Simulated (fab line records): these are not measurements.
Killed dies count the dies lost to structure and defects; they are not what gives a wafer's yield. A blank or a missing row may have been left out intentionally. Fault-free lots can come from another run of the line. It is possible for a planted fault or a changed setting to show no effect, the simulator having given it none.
Struck lot and sound lot, side by side || flow nandHarc || 15 out of 1159 route steps
Sound: the wafers L125.2, L125.3, L125.6. Struck: wafer L117.4 (left out: L117.2, L117.5 of the same lot, which were not struck); the cause appears at the end.
For every step that has rows: the tool of each side, followed by ch and its chambers, followed by its first start. Under that, the readings that differ: sound wafers || struck wafers || difference of the means || sigmas: that difference in standard deviations of wafers without a fault.
alike: same words and numbers on both sides, and readings whose means sit less than 2 such deviations apart. not compared: any withheld reading, any reading some wafer has no value for, any bound like >300 that may hide the same value, and any number with overlapping values for which the record gives no deviation.
The two part at a step that has a row with sigmas, a row that says differs or no value, or rows on one side only. Numbers that don't overlap but have no deviation are shown without sigmas and don't part them. A reading missing from all wafers of one side parts the sides only when that side holds two or more wafers.

first, 6 steps without rows for these wafers: NHARC_P_CONTACT_COAT_06 (resist thk 90 nm); NHARC_P_CONTACT_SOFTBAKE_07 (time 55 s); NHARC_P_CONTACT_EBR_08; NHARC_P_CONTACT_EXPOSE_09 (exposes mask P CA, target cd 90 nm); NHARC_P_CONTACT_PEB_10 (peb time 65 s); NHARC_P_CONTACT_DEVELOP_11 (develop time 35 s).
NHARC_P_CONTACT_CD_MEAS_12: target cd 90 nm.
  sound on cdSem-02 ch 0, day 9 10:26; struck on cdSem-01 ch 0, day 7 09:43
  alike: cdNm
NHARC_P_CONTACT_OVL_MEAS_13:
  sound on overlay-02 at day 9 10:31; struck on overlay-02 at day 7 09:47
  alike: overlayXNm, overlayYNm
NHARC_P_CONTACT_INSPECT_14:
  sound on defectInspect-01 at day 9 10:33; struck on defectInspect-02 at day 7 09:50
  alike: rawDefectCount
NHARC_P_CONTACT_DESCUM_17: chemistry O2, time 3 s.
  sound on rieDiel-04 ch 0,1, day 9 10:37; struck on rieDiel-10 ch 0, day 7 09:53
  alike: drypumpMotorCurrentA, oesProductAu, rfVppV, showerheadPlenumPTorr, throttleValvePct
  not compared: rfHoursCounterH
NHARC_P_CONTACT_ETCH_35: etches the open film in CF4, target depth 39 nm, time 65 s.
  sound on rieDiel-04 ch 1,2,3, day 9 10:44; struck on rieDiel-10 ch 1, day 7 09:59
  alike: drypumpMotorCurrentA, oesProductAu, rfVppV, runLengthS, showerheadPlenumPTorr, throttleValvePct
  not compared: rfHoursCounterH
NHARC_P_CONTACT_ETCH_36: etches the open film in N2/H2, target depth 260 nm, time 406.25 s.
  sound on rieDiel-04 ch 0,1; struck on rieDiel-10 ch 2
  alike: drypumpMotorCurrentA, oesProductAu, rfVppV, runLengthS, showerheadPlenumPTorr, throttleValvePct
  not compared: rfHoursCounterH
NHARC_P_CONTACT_ETCH_18: etches the open film in C4F8/O2/Ar, target depth 481 nm, time 240.5 s.
  sound on rieDiel-04 ch 1,2,3, day 9 11:11; struck on rieDiel-10 ch 0, day 7 10:22
{"reading": "runLengthS (s)", "sound": "262.2 262.1 261.8", "struck": 207.2, "difference": -54.8, "sigmas": "-99 or more"}
  alike: oesProductAu, rfVppV
  not compared: rfHoursCounterH
then, 1 step without rows for these wafers: NHARC_P_CONTACT_STRIP_37 (strips in C4F8/O2/Ar).
-- break in the record here, with 14 days between the starts of the struck wafers on either side (left off in module P_CONTACT, picked up again in module END, where the first step shown is number 1159 on the route) --
NHARC_END_SORT_01:
  at this point the record logs the struck wafers (prober-02 ch 0, day 21 05:46) and has no rows for the sound ones

WHERE THEY PART
Earliest at NHARC_P_CONTACT_ETCH_18; latest, in this record, at NHARC_END_SORT_01.

WHY: what the simulator had put in
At NHARC_P_CONTACT_ETCH_18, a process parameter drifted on rieDiel-10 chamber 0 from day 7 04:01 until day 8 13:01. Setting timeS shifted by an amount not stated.
